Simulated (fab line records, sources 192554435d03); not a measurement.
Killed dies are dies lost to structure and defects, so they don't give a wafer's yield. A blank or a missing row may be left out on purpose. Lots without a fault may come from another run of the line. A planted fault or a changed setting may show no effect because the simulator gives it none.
Chamber matching | flow n5_finfet | N5_HKMG_FIN_ALD_71 on ald_metal-03: 4 sister chambers
The step deposits TiN, target thk 1 nm, pulse time 1 s, purge time 3 s. 8 wafers are shown with their chamber, then 8 later ones without.

WAFERS WITH THEIR CHAMBER
wafer  | chamber | heater_power_w (W) | precursor_pulse_height_rel
L696.6 | 2       | 920                | 0.992
L699.1 | 1       | 666                | 0.994
L700.5 | 0       | 882                | 1.023
L700.6 | 3       | 861                | 0.985
L701.3 | 0       | 879                | 0.976
L701.4 | 1       | 680                | 1.049
L701.6 | 3       | 854                | 0.971
L712.2 | 2       | 907                | 1.017

WAFERS WITHOUT THEIR CHAMBER
wafer  | heater_power_w (W) | precursor_pulse_height_rel
L712.3 | 694                | 1.030
L712.4 | 871                | 1.021
L713.3 | 669                | 1.005
L713.4 | 849                | 1.005
L713.5 | 869                | 1.012
L718.1 | 936                | 1.001
L718.4 | 670                | 1.004
L718.6 | 846                | 1.011

WHICH CHAMBER EACH WENT THROUGH
wafer  | from the rows above     | in truth
L712.3 | 1                       | 1
L712.4 | can't be placed: 0 or 3 | 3
L713.3 | 1                       | 1
L713.4 | 3                       | 3
L713.5 | can't be placed: 0 or 3 | 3
L718.1 | 2                       | 2
L718.4 | 1                       | 1
L718.6 | 3                       | 3
Placed correctly: 6 of 8. Can't be placed from these rows: 2 (the true chamber is among the candidates in 2). Placed wrongly: 0.
How it was worked out, from the rows above alone: a wafer's distance from a chamber is the root of the sum, over the readings, of the square of ((its reading less the chamber's mean) divided by the reading's scatter). The wafer belongs to the nearest chamber; if the next one is less than 2 further off, it can't be placed. A chamber's mean is the mean of its shown wafers. The scatter: the root of (the sum of the squares of (reading less its chamber's mean) over the shown wafers, divided by (wafers less chambers)).
